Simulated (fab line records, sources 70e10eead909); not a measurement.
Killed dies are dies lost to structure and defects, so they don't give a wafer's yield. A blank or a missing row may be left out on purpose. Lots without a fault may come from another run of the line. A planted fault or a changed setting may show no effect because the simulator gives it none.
One fault seen from 3 desks | flow nand_harc | each desk has only its own numbers; what lay behind them comes last

THE METROLOGY DESK
What the gauges read, lot by lot, whatever tool the lot ran on: means of the sampled wafers that have a number. A lot is out of limits, marked OUT, if its mean lies more than 4 standard deviations from the usual mean; the brackets give that distance.
Columns: A = cd_nm at NHARC_THIN_TSV_CD_MEAS_16, usual 998.7 nm
lot  | first seen here | A
L484 | day 19 01:10    | 998.8
L483 | day 19 02:15    | 995.7
L485 | day 19 03:19    | 996.1
L487 | day 19 12:58    | 996.7
L490 | day 20 17:22    | 998.0
L495 | day 21 16:52    | 1001.3
L496 | day 21 23:49    | 999.1
L497 | day 23 01:13    | 999.3
L501 | day 23 02:53    | 998.8
L499 | day 23 04:02    | 996.5
L502 | day 23 05:21    | 996.0
L503 | day 24 05:03    | 1004.0
L506 | day 24 08:56    | 999.4
This desk's finding: nothing out of limits on any of the 13 lots.

THE TOOL OWNER'S DESK: acl_dep-02
The tool's own readings at NHARC_A_CHANNEL_HOLE_D1_DEP_00 (deposits aC, target thk 3100 nm): means of the sampled wafers that have a number, for each lot that ran on this tool. A lot is out of limits, marked OUT, if its mean lies more than 4 standard deviations from the usual mean; the brackets give that distance.
Columns: A = throttle_valve_pct at NHARC_A_CHANNEL_HOLE_D1_DEP_00, usual 35.000 %
lot  | first seen here | A
L487 | day 9 05:29     | 34.995
L491 | day 10 10:06    | 34.999
L495 | day 11 09:38    | 35.003
This desk's finding: nothing out of limits on any of the 3 lots.

THE DEFECT DESK
What the inspections along the route counted, lot by lot: means of the sampled wafers that have a number. A lot is out of limits, marked OUT, if its mean lies more than 4 standard deviations from the usual mean; the brackets give that distance.
Columns: A = raw_defect_count at NHARC_HYBRID_BOND_INSPECT_06, usual 35
lot  | first seen here | A
L484 | day 18 20:09    | 42
L483 | day 18 20:10    | 22
L485 | day 18 20:11    | 43
L487 | day 19 09:19    | 52
L490 | day 20 12:28    | 45
L495 | day 21 12:01    | 22
L496 | day 21 20:05    | 32
L497 | day 22 19:01    | 41
L501 | day 22 23:17    | 39
L499 | day 22 23:18    | 35
L502 | day 22 23:19    | 17
L503 | day 23 23:27    | 31
L506 | day 24 05:19    | 20
This desk's finding: nothing out of limits on any of the 13 lots.

PUT TOGETHER
The metrology desk saw nothing out of limits.
The tool owner's desk saw nothing out of limits.
The defect desk saw nothing out of limits.

WHAT THE SIMULATOR HAD PUT IN
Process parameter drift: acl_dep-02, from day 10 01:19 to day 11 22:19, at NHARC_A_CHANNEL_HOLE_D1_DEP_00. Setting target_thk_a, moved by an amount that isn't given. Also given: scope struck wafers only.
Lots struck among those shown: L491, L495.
